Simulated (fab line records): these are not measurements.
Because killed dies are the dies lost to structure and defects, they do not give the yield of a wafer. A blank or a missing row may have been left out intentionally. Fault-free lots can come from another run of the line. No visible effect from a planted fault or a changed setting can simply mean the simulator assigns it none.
Struck lot and sound lot, side by side / flow n5_finfet / 15 steps out of a route of 1938
Sound: wafers L815.1, L815.2, L815.6. Wafers L823.2, L823.5, L823.6 were the ones struck. The cause comes at the end.
At each step with rows: each side's tool, then ch and its chambers, then its first start. Under that, the readings that differ: sound wafers / struck wafers / difference of the means / sigmas: that difference in standard deviations of wafers without a fault.
alike: same words and numbers on both sides, and readings whose means sit less than 2 such deviations apart. not compared: any withheld reading, any reading some wafer has no value for, any bound like >300 that may hide the same value, and any number with overlapping values for which the record gives no deviation.
A row with sigmas, a row that says differs or no value, or rows on one side alone: a step with any of these is where the two part. When numbers do not overlap yet have no deviation, they are printed without sigmas and do not part them. A reading missing from all wafers of one side parts the sides only when that side holds two or more wafers.

first, 1 step without rows for these wafers: N5_BEOL_M2_SRD_43 (time 30 s).
N5_BEOL_M2_CD_MEAS_35: target cd 18 nm, target cd y 22.2 nm.
  struck on cd_sem-01, day 9 14:14; sound on cd_sem-03, day 7 11:39
  alike: cd_nm
N5_BEOL_M2_DEGAS_44: time 60 s.
  struck on pvd_sputter-03, day 9 14:20; sound on pvd_sputter-01, day 7 12:10
  alike: heater_power_w
then, 2 steps without rows for these wafers: N5_BEOL_M2_PRE_CLEAN_45 (time 30 s); N5_BEOL_M2_ALD_84 (deposits TaN, pulse time 2 s, purge time 3 s, co reactant purge time 2 s).
N5_BEOL_M2_SURFACE_TREAT_85:
  struck on pvd_sputter-03, day 9 14:43; sound on pvd_sputter-03, day 7 12:30
  not compared: throttle_valve_pct
then, 1 step without rows for these wafers: N5_BEOL_M2_CVD_47 (deposits Co from CCTBA/H2, target thk 3 nm, time 223.8 s).
N5_BEOL_M2_SPUTTER_48: material Cu, target thk 4.5 nm, time 8.29 s.
  struck on pvd_sputter-02, day 9 15:21; sound on pvd_sputter-01, day 7 12:44
  alike: throttle_valve_pct
N5_BEOL_M2_ANNEAL_49: time 240 s.
  struck on pvd_sputter-02, day 9 15:26; sound on pvd_sputter-01, day 7 12:49
  alike: heater_power_w, susceptor_temp_C
N5_BEOL_M2_SPUTTER_79: material Cu, target thk 4.5 nm, time 8.29 s.
  struck on pvd_sputter-02, day 9 15:34; sound on pvd_sputter-01, day 7 12:57
  alike: throttle_valve_pct
then, 2 steps without rows for these wafers: N5_BEOL_M2_ANNEAL_80 (time 240 s); N5_BEOL_M2_SPUTTER_81 (material Cu, target thk 4.5 nm, time 8.29 s).
N5_BEOL_M2_ANNEAL_82: time 240 s.
  struck on pvd_sputter-02, day 9 15:52; sound on pvd_sputter-01, day 7 13:15
  no value came back on the struck wafers for heater_power_w (W), susceptor_temp_C (C); on the sound wafers heater_power_w (W) reads 698 726 728
then, 1 step without rows for these wafers: N5_BEOL_M2_SPUTTER_86 (material Cu, target thk 4.5 nm, time 8.29 s).
N5_BEOL_M4_RC_MEAS_101:
  sound on prober-02 ch 0, day 8 15:31; struck on prober-01 ch 0, day 10 16:23
  alike: DIBL_N, DIBL_P, IOFF_N, IOFF_P, ION_N, ION_P, SS_N, SS_P, VT_N, VT_P

== WHERE THEY PART ==
At N5_BEOL_M2_ANNEAL_82 and nowhere else, as far as this record goes. Later steps at which nothing parts them and some readings are alike: N5_BEOL_M4_RC_MEAS_101.

WHY: what the simulator had put in
Beginning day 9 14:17, the whole step at N5_BEOL_M2_ANNEAL_82 was skipped on pvd_sputter-02. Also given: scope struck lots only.
